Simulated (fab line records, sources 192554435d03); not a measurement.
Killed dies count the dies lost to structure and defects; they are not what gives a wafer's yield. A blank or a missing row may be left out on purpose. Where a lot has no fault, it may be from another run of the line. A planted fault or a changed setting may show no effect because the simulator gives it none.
Which tool did it? + flow n5_finfet + Sampling: 18 lots, 54 wafers, 6 of 1938 route steps

## WHAT EACH GAUGE READ, for each wafer
N5_FIN_SAQP_CD_MEAS_37: target cd 8 nm.
| lot  | measured    | on        | cd_nm (nm)  |
|------|-------------|-----------|-------------|
| L074 | day 2 04:34 | cd_sem-03 | 8.4 7.9 8.3 |
| L075 | day 2 09:34 | cd_sem-03 | 8.3 7.8 8.0 |
| L076 | day 2 15:05 | cd_sem-01 | 8.3 8.1 7.8 |
| L077 | day 2 20:29 | cd_sem-01 | 8.3 8.0 7.9 |
| L078 | day 3 02:40 | cd_sem-02 | 7.9 7.5 8.0 |
| L081 | day 3 21:33 | cd_sem-02 | 8.0 8.3 8.0 |
| L082 | day 4 03:01 | cd_sem-02 | 7.6 8.0 8.0 |
| L083 | day 4 08:54 | cd_sem-02 | 7.8 7.4 7.8 |
| L084 | day 4 16:50 | cd_sem-03 | 8.4 8.0 8.3 |
| L085 | day 4 23:29 | cd_sem-03 | 7.9 7.9 8.3 |
| L087 | day 5 08:58 | cd_sem-02 | 7.6 8.3 8.7 |
| L088 | day 5 14:48 | cd_sem-02 | 8.3 8.7 8.7 |
| L089 | day 5 19:42 | cd_sem-03 | 8.2 8.2 7.9 |
| L091 | day 6 10:49 | cd_sem-03 | 7.6 8.3 7.8 |
| L092 | day 6 15:46 | cd_sem-02 | 8.7 7.8 8.3 |
| L093 | day 6 22:37 | cd_sem-03 | 8.2 8.4 8.1 |
| L095 | day 7 08:46 | cd_sem-03 | 7.8 8.1 8.2 |
| L097 | day 7 20:38 | cd_sem-01 | 8.0 8.2 8.6 |

## TOOL THAT RAN EACH LOT (tool first, then ch and the chambers of the sampled wafers, then the start)
| lot  | N5_FIN_SAQP_MANDREL_ETCH_22     | N5_FIN_SAQP_ETCH_57               | N5_FIN_SAQP_STRIP_70              | N5_FIN_SAQP_SPACER2_ETCHBACK_29   | N5_FIN_SAQP_MANDREL2_REMOVE_60  |
|------|---------------------------------|-----------------------------------|-----------------------------------|-----------------------------------|---------------------------------|
| L074 | rie_si-03 ch 2,3, day 2 00:16   | rie_diel-05 ch 1,2, day 2 02:05   | rie_diel-05 ch 1,2,3, day 2 02:52 | rie_diel-05 ch 1,3, day 2 03:55   | rie_si-05 ch 1,2, day 2 04:00   |
| L075 | rie_si-03 ch 0,1, day 2 05:08   | rie_diel-06 ch 0,2,3, day 2 06:55 | rie_diel-05 ch 0,3, day 2 08:01   | rie_diel-02 ch 0,2, day 2 08:47   | rie_si-04 ch 1,2, day 2 08:52   |
| L076 | rie_si-05 ch 0,1,3, day 2 10:39 | rie_diel-02 ch 1,3, day 2 12:41   | rie_diel-05 ch 0,1,2, day 2 13:27 | rie_diel-02 ch 0,2,3, day 2 14:19 | rie_si-05 ch 0,1,3, day 2 14:24 |
| L077 | rie_si-03 ch 0,1,2, day 2 16:45 | rie_diel-02 ch 1,2, day 2 18:31   | rie_diel-02 ch 2,3, day 2 19:17   | rie_diel-02 ch 0,2,3, day 2 19:49 | rie_si-04 ch 0,2, day 2 19:54   |
| L078 | rie_si-03 ch 1,2,3, day 2 22:23 | rie_diel-02 ch 1,2,3, day 3 00:36 | rie_diel-06 ch 1,2,3, day 3 01:28 | rie_diel-02 ch 1,2,3, day 3 02:01 | rie_si-05 ch 0,1, day 3 02:06   |
| L081 | rie_si-05 ch 0,2,3, day 3 17:01 | rie_diel-02 ch 1,2,3, day 3 19:14 | rie_diel-02 ch 0,1, day 3 20:01   | rie_diel-06 ch 1,2,3, day 3 20:53 | rie_si-03 ch 0,1,2, day 3 20:58 |
| L082 | rie_si-05 ch 1,2,3, day 3 22:15 | rie_diel-06 ch 1,2,3, day 4 00:33 | rie_diel-02 ch 0,1,2, day 4 01:23 | rie_diel-06 ch 0,2,3, day 4 02:22 | rie_si-05 ch 0,2,3, day 4 02:27 |
| L083 | rie_si-05 ch 0,1,3, day 4 04:47 | rie_diel-06 ch 2,3, day 4 06:56   | rie_diel-05 ch 0,2,3, day 4 07:43 | rie_diel-02 ch 0,1,2, day 4 08:14 | rie_si-04 ch 0,3, day 4 08:19   |
| L084 | rie_si-04 ch 2,3, day 4 10:39   | rie_diel-02 ch 0,1,3, day 4 12:52 | rie_diel-06 ch 0,2,3, day 4 13:38 | rie_diel-06 ch 0,1,3, day 4 16:08 | rie_si-03 ch 1,2,3, day 4 16:13 |
| L085 | rie_si-03 ch 0,3, day 4 18:16   | rie_diel-05 ch 0,1,3, day 4 21:20 | rie_diel-06 ch 1,3, day 4 22:08   | rie_diel-06 ch 1,3, day 4 22:44   | rie_si-05 ch 0,1,2, day 4 22:50 |
| L087 | rie_si-04 ch 0,2,3, day 5 04:32 | rie_diel-02 ch 0,1, day 5 06:40   | rie_diel-06 ch 1,3, day 5 07:29   | rie_diel-02 ch 0,2,3, day 5 08:12 | rie_si-03 ch 1,2,3, day 5 08:17 |
| L088 | rie_si-05 ch 0,1,3, day 5 10:35 | rie_diel-05 ch 0,1,3, day 5 12:21 | rie_diel-06 ch 1,3, day 5 13:24   | rie_diel-05 ch 0,2,3, day 5 14:06 | rie_si-05 ch 0,1,2, day 5 14:11 |
| L089 | rie_si-04 ch 2,3, day 5 15:53   | rie_diel-05 ch 0,3, day 5 17:44   | rie_diel-06 ch 0,2,3, day 5 18:31 | rie_diel-06 ch 1,2, day 5 19:03   | rie_si-03 ch 1,2, day 5 19:08   |
| L091 | rie_si-04 ch 0,2,3, day 6 06:34 | rie_diel-05 ch 0,1,2, day 6 08:22 | rie_diel-05 ch 0,1,2, day 6 09:11 | rie_diel-06 ch 2,3, day 6 10:10   | rie_si-03 ch 0,1,2, day 6 10:14 |
| L092 | rie_si-04 ch 1,3, day 6 11:53   | rie_diel-05 ch 0,1,2, day 6 13:49 | rie_diel-06 ch 0,1,2, day 6 14:35 | rie_diel-05 ch 0,2, day 6 15:07   | rie_si-03 ch 0,3, day 6 15:12   |
| L093 | rie_si-04 ch 1,2, day 6 18:41   | rie_diel-02 ch 0,1,2, day 6 20:34 | rie_diel-06 ch 1,2,3, day 6 21:20 | rie_diel-05 ch 0,1,2, day 6 21:58 | rie_si-03 ch 0,1,3, day 6 22:03 |
| L095 | rie_si-05 ch 0,1,2, day 7 04:35 | rie_diel-05 ch 0,2,3, day 7 06:41 | rie_diel-02 ch 0,1, day 7 07:34   | rie_diel-02 ch 2,3, day 7 08:07   | rie_si-03 ch 0,3, day 7 08:13   |
| L097 | rie_si-05 ch 1,2,3, day 7 16:43 | rie_diel-05 ch 0,1,2, day 7 18:29 | rie_diel-06 ch 0,1,3, day 7 19:17 | rie_diel-06 ch 0,1,3, day 7 19:55 | rie_si-05 ch 1,2,3, day 7 20:01 |
- N5_FIN_SAQP_MANDREL_ETCH_22: etches a-Si in HBr/Cl2, stops on SiNx, target depth 60 nm, bt time 10 s, time 30 s.
- N5_FIN_SAQP_ETCH_57: etches SiNx in CH3F/O2, target depth 32.5 nm, time 46.4 s.
- N5_FIN_SAQP_STRIP_70: strips in N2/H2.
- N5_FIN_SAQP_SPACER2_ETCHBACK_29: etches SiO2 in CHF3/O2, target depth 12.2 nm, time 6.1 s.
- N5_FIN_SAQP_MANDREL2_REMOVE_60: chemistry HBr/Cl2/O2, target a-Si, stops on SiNx, bt time 10 s.

## WHAT THE TOOLS THEMSELVES READ (means of the sampled wafers that have a number; where no wafer has one, the mark that the record gives instead)
N5_FIN_SAQP_MANDREL_ETCH_22.
| lot  | tool      | HBr_flow_sccm (sccm) | chamber_pressure_mTorr (mTorr) | drypump_motor_current_A (A) | mfc_cl2_sccm (sccm) | oes_product_au (a.u.) | throttle_valve_pct (%) |
|------|-----------|----------------------|--------------------------------|-----------------------------|---------------------|-----------------------|------------------------|
| L074 | rie_si-03 | 150.4                | 9.991                          | 5.8                         | 80.16               | 0.760                 | 35.8                   |
| L075 | rie_si-03 | 150.6                | 10.002                         | 5.1                         | 80.13               | 0.784                 | 34.9                   |
| L076 | rie_si-05 | 150.3                | 10.002                         | 5.4                         | 80.16               | 0.774                 | 35.6                   |
| L077 | rie_si-03 | 150.2                | 10.004                         | 5.4                         | 80.11               | 0.762                 | 35.3                   |
| L078 | rie_si-03 | 150.0                | 10.002                         | 5.4                         | 80.18               | 0.768                 | 35.6                   |
| L081 | rie_si-05 | 149.8                | 9.996                          | 5.5                         | 79.72               | 0.770                 | 35.3                   |
| L082 | rie_si-05 | 150.0                | 10.011                         | 5.3                         | 80.09               | 0.766                 | 35.3                   |
| L083 | rie_si-05 | 150.3                | 9.999                          | 5.4                         | 80.14               | 0.775                 | 35.6                   |
| L084 | rie_si-04 | 149.6                | 10.003                         | 5.5                         | 80.10               | 0.769                 | 35.5                   |
| L085 | rie_si-03 | 150.1                | 10.001                         | 5.9                         | 80.06               | 0.768                 | 35.0                   |
| L087 | rie_si-04 | 150.0                | 9.998                          | 5.4                         | 79.87               | 0.756                 | 35.4                   |
| L088 | rie_si-05 | 150.0                | 10.006                         | 5.5                         | 79.95               | 0.770                 | 35.6                   |
| L089 | rie_si-04 | 150.0                | 10.007                         | 5.3                         | 79.94               | 0.765                 | 35.3                   |
| L091 | rie_si-04 | 149.7                | 10.001                         | 5.4                         | 79.91               | 0.766                 | 35.4                   |
| L092 | rie_si-04 | 150.3                | 9.992                          | 5.9                         | 80.14               | 0.770                 | 35.6                   |
| L093 | rie_si-04 | 149.6                | 10.010                         | 6.2                         | 80.32               | 0.791                 | 35.1                   |
| L095 | rie_si-05 | 150.5                | 10.007                         | 5.5                         | 79.94               | 0.774                 | 35.3                   |
| L097 | rie_si-05 | 150.4                | 10.005                         | 5.3                         | 79.86               | 0.768                 | 35.3                   |

N5_FIN_SAQP_ETCH_57.
| lot  | tool        | chamber_pressure_mTorr (mTorr) | drypump_motor_current_A (A) | etch_rf_on_time_s (s) | oes_product_au (a.u.) | rf_vpp_V (V) | showerhead_plenum_p_Torr (Torr) | throttle_valve_pct (%) |
|------|-------------|--------------------------------|-----------------------------|-----------------------|-----------------------|--------------|---------------------------------|------------------------|
| L074 | rie_diel-05 | 30.014                         | 5.8                         | 47.4                  | 0.61                  | 290          | 1.97                            | 16.38                  |
| L075 | rie_diel-06 | 29.998                         | 5.6                         | 45.6                  | 0.68                  | 301          | 1.94                            | 16.20                  |
| L076 | rie_diel-02 | 29.998                         | 6.0                         | 45.6                  | 0.65                  | 292          | 2.00                            | 16.35                  |
| L077 | rie_diel-02 | 30.006                         | 5.1                         | 45.8                  | 0.69                  | 302          | 2.05                            | 16.15                  |
| L078 | rie_diel-02 | 29.994                         | 5.5                         | 46.1                  | 0.67                  | 296          | 2.04                            | 16.20                  |
| L081 | rie_diel-02 | 30.018                         | 5.5                         | 46.6                  | 0.66                  | 297          | 2.04                            | 16.21                  |
| L082 | rie_diel-06 | 30.037                         | 5.9                         | 45.5                  | 0.60                  | 294          | 1.97                            | 16.49                  |
| L083 | rie_diel-06 | 29.976                         | 6.2                         | 45.7                  | 0.59                  | 300          | 1.91                            | 16.40                  |
| L084 | rie_diel-02 | 30.004                         | 5.7                         | 45.6                  | 0.66                  | 295          | 2.01                            | 16.29                  |
| L085 | rie_diel-05 | 30.022                         | 5.6                         | 47.4                  | 0.64                  | 295          | 1.96                            | 16.38                  |
| L087 | rie_diel-02 | 30.002                         | 5.4                         | 44.8                  | 0.69                  | 297          | 2.01                            | 16.20                  |
| L088 | rie_diel-05 | 29.998                         | 5.5                         | 46.4                  | 0.63                  | 295          | 1.96                            | 16.39                  |
| L089 | rie_diel-05 | 29.980                         | 5.6                         | 46.0                  | 0.63                  | 300          | 1.94                            | 16.48                  |
| L091 | rie_diel-05 | 30.016                         | 5.8                         | 46.5                  | 0.69                  | 294          | 2.02                            | 16.23                  |
| L092 | rie_diel-05 | 30.032                         | 5.8                         | 47.6                  | 0.68                  | 295          | 2.02                            | 16.24                  |
| L093 | rie_diel-02 | 29.995                         | 5.2                         | 47.5                  | 0.67                  | 299          | 2.04                            | 16.16                  |
| L095 | rie_diel-05 | 29.998                         | 5.9                         | 46.3                  | 0.75                  | 300          | 2.00                            | 16.20                  |
| L097 | rie_diel-05 | 29.992                         | 5.8                         | 45.8                  | 0.67                  | 295          | 2.01                            | 16.25                  |

N5_FIN_SAQP_STRIP_70.
| lot  | tool        | chamber_pressure_mTorr (mTorr) | drypump_motor_current_A (A) | n2_flow_sccm (sccm) | oes_product_au (a.u.) | rf_vpp_V (V) | showerhead_plenum_p_Torr (Torr) | throttle_valve_pct (%) |
|------|-------------|--------------------------------|-----------------------------|---------------------|-----------------------|--------------|---------------------------------|------------------------|
| L074 | rie_diel-05 | 50.00                          | 5.9                         | 300.1               | 0.71                  | 121.1        | 3.28                            | 19.2                   |
| L075 | rie_diel-05 | 49.99                          | 5.5                         | 299.4               | 0.81                  | 121.8        | 3.31                            | 19.3                   |
| L076 | rie_diel-05 | 50.04                          | 5.8                         | 300.2               | 0.76                  | 122.0        | 3.27                            | 19.1                   |
| L077 | rie_diel-02 | 50.05                          | 5.3                         | 299.3               | 0.81                  | 122.4        | 3.46                            | 18.2                   |
| L078 | rie_diel-06 | 49.99                          | 5.9                         | 300.4               | 0.71                  | 122.0        | 3.30                            | 18.5                   |
| L081 | rie_diel-02 | 50.02                          | 5.4                         | 300.4               | 0.79                  | 122.0        | 3.38                            | 18.7                   |
| L082 | rie_diel-02 | 50.00                          | 5.2                         | 299.5               | 0.79                  | 122.5        | 3.43                            | 18.5                   |
| L083 | rie_diel-05 | 49.97                          | 5.9                         | 298.9               | 0.73                  | 121.1        | 3.26                            | 19.4                   |
| L084 | rie_diel-06 | 49.98                          | 5.6                         | 299.8               | 0.78                  | 122.9        | 3.26                            | 18.9                   |
| L085 | rie_diel-06 | 50.01                          | 5.7                         | 299.9               | 0.72                  | 122.4        | 3.33                            | 18.5                   |
| L087 | rie_diel-06 | 49.99                          | 5.6                         | 299.9               | 0.70                  | 121.8        | 3.37                            | 18.6                   |
| L088 | rie_diel-06 | 49.98                          | 5.6                         | 299.4               | 0.70                  | 122.1        | 3.37                            | 18.6                   |
| L089 | rie_diel-06 | 49.97                          | 5.6                         | 299.9               | 0.86                  | 122.2        | 3.39                            | 18.8                   |
| L091 | rie_diel-05 | 50.01                          | 5.8                         | 298.8               | 0.82                  | 121.9        | 3.39                            | 19.1                   |
| L092 | rie_diel-06 | 49.98                          | 5.6                         | 300.6               | 0.85                  | 122.3        | 3.44                            | 18.8                   |
| L093 | rie_diel-06 | 49.97                          | 5.9                         | 299.8               | 0.79                  | 121.9        | 3.42                            | 18.5                   |
| L095 | rie_diel-02 | 50.00                          | 5.4                         | 299.9               | 0.77                  | 121.5        | 3.38                            | 18.8                   |
| L097 | rie_diel-06 | 50.06                          | 5.4                         | 299.5               | 0.75                  | 121.0        | 3.33                            | 18.9                   |

N5_FIN_SAQP_SPACER2_ETCHBACK_29.
| lot  | tool        | chamber_pressure_mTorr (mTorr) | drypump_motor_current_A (A) | oes_product_au (a.u.) | rf_vpp_V (V) | showerhead_plenum_p_Torr (Torr) | throttle_valve_pct (%) |
|------|-------------|--------------------------------|-----------------------------|-----------------------|--------------|---------------------------------|------------------------|
| L074 | rie_diel-05 | 30.012                         | 5.6                         | 0.71                  | 524          | 2.38                            | 19.03                  |
| L075 | rie_diel-02 | 30.014                         | 5.2                         | 0.85                  | 520          | 2.46                            | 18.59                  |
| L076 | rie_diel-02 | 30.010                         | 5.6                         | 0.81                  | 517          | 2.45                            | 18.70                  |
| L077 | rie_diel-02 | 30.002                         | 5.6                         | 0.81                  | 516          | 2.45                            | 18.70                  |
| L078 | rie_diel-02 | 29.992                         | 5.5                         | 0.78                  | 523          | 2.46                            | 18.76                  |
| L081 | rie_diel-06 | 29.997                         | 5.9                         | 0.70                  | 518          | 2.38                            | 19.03                  |
| L082 | rie_diel-06 | 29.992                         | 5.6                         | 0.77                  | 529          | 2.33                            | 18.74                  |
| L083 | rie_diel-02 | 30.007                         | 5.2                         | 0.80                  | 526          | 2.46                            | 18.68                  |
| L084 | rie_diel-06 | 29.994                         | 5.3                         | 0.78                  | 519          | 2.40                            | 18.88                  |
| L085 | rie_diel-06 | 29.993                         | 5.6                         | 0.70                  | 507          | 2.46                            | 19.16                  |
| L087 | rie_diel-02 | 30.001                         | 5.6                         | 0.79                  | 517          | 2.44                            | 18.73                  |
| L088 | rie_diel-05 | 29.999                         | 5.9                         | 0.81                  | 529          | 2.42                            | 18.87                  |
| L089 | rie_diel-06 | 30.017                         | 5.8                         | 0.79                  | 513          | 2.51                            | 19.11                  |
| L091 | rie_diel-06 | 29.989                         | 6.2                         | 0.87                  | 532          | 2.50                            | 18.69                  |
| L092 | rie_diel-05 | 29.997                         | 6.1                         | 0.88                  | 529          | 2.49                            | 18.75                  |
| L093 | rie_diel-05 | 29.992                         | 5.8                         | 0.80                  | 520          | 2.43                            | 18.82                  |
| L095 | rie_diel-02 | 29.982                         | 5.3                         | 0.77                  | 520          | 2.48                            | 18.69                  |
| L097 | rie_diel-06 | 30.010                         | 5.4                         | 0.75                  | 519          | 2.39                            | 18.92                  |

N5_FIN_SAQP_MANDREL2_REMOVE_60.
| lot  | tool      | HBr_flow_sccm (sccm) | chamber_pressure_mTorr (mTorr) | drypump_motor_current_A (A) | mfc_cl2_sccm (sccm) | oes_product_au (a.u.) | throttle_valve_pct (%) |
|------|-----------|----------------------|--------------------------------|-----------------------------|---------------------|-----------------------|------------------------|
| L074 | rie_si-05 | 150.5                | 10.002                         | 5.4                         | 80.02               | 1.011                 | 36.8                   |
| L075 | rie_si-04 | 149.9                | 9.999                          | 6.2                         | 79.50               | 1.004                 | 36.8                   |
| L076 | rie_si-05 | 150.1                | 10.006                         | 5.4                         | 80.16               | 1.008                 | 37.0                   |
| L077 | rie_si-04 | 149.9                | 10.010                         | 5.4                         | 79.88               | 1.008                 | 36.4                   |
| L078 | rie_si-05 | 150.2                | 9.999                          | 5.6                         | 80.22               | 1.013                 | 37.0                   |
| L081 | rie_si-03 | 149.9                | 10.000                         | 5.4                         | 80.06               | 1.013                 | 36.7                   |
| L082 | rie_si-05 | 149.9                | 10.008                         | 5.5                         | 80.23               | 0.998                 | 36.6                   |
| L083 | rie_si-04 | 150.0                | 9.997                          | 5.6                         | 79.83               | 1.004                 | 36.9                   |
| L084 | rie_si-03 | 149.9                | 9.990                          | 5.4                         | 79.88               | 1.001                 | 37.0                   |
| L085 | rie_si-05 | 150.1                | 10.005                         | 5.6                         | 80.20               | 1.017                 | 36.7                   |
| L087 | rie_si-03 | 150.3                | 9.994                          | 5.4                         | 80.14               | 0.998                 | 37.0                   |
| L088 | rie_si-05 | 149.8                | 9.999                          | 5.6                         | 79.99               | 1.008                 | 36.7                   |
| L089 | rie_si-03 | 150.0                | 9.998                          | 5.2                         | 79.70               | 1.011                 | 37.3                   |
| L091 | rie_si-03 | 149.8                | 10.002                         | 5.4                         | 80.24               | 1.011                 | 36.7                   |
| L092 | rie_si-03 | 149.7                | 10.008                         | 5.9                         | 79.95               | 0.987                 | 36.6                   |
| L093 | rie_si-03 | 150.1                | 9.997                          | 5.5                         | 80.12               | 0.992                 | 36.4                   |
| L095 | rie_si-03 | 149.9                | 10.000                         | 5.9                         | 80.13               | 0.985                 | 36.6                   |
| L097 | rie_si-05 | 150.0                | 9.997                          | 5.3                         | 79.96               | 1.001                 | 36.7                   |

## THE ANSWER, worked out from the rows above alone
Rule: usual is defined by the lots themselves. The widest of any qualifying gaps counts: lots, ordered by their means at a reading, are off when they make up no more than a third of the lots, leave a main group of 4 or more, and stand apart from it by 3 or more times the standard deviation of that group's means. A main group is skipped when, at the precision printed for the reading in the tables above, its means are all equal. Also off: a lot with no number at a reading for which 4 or more lots have one. Where the step has rows for the other lots, those lots are counted as sound. The gauges are gone through in route order, then the tools' own readings, and for those a lot's mean is taken as printed above. At the first step where some lot is off, the reading lying furthest off is the one used; lots without a number count as furthest.
No lot is off at any reading shown: from this, nothing can be told.

## WHAT THE SIMULATOR HAD INSERTED
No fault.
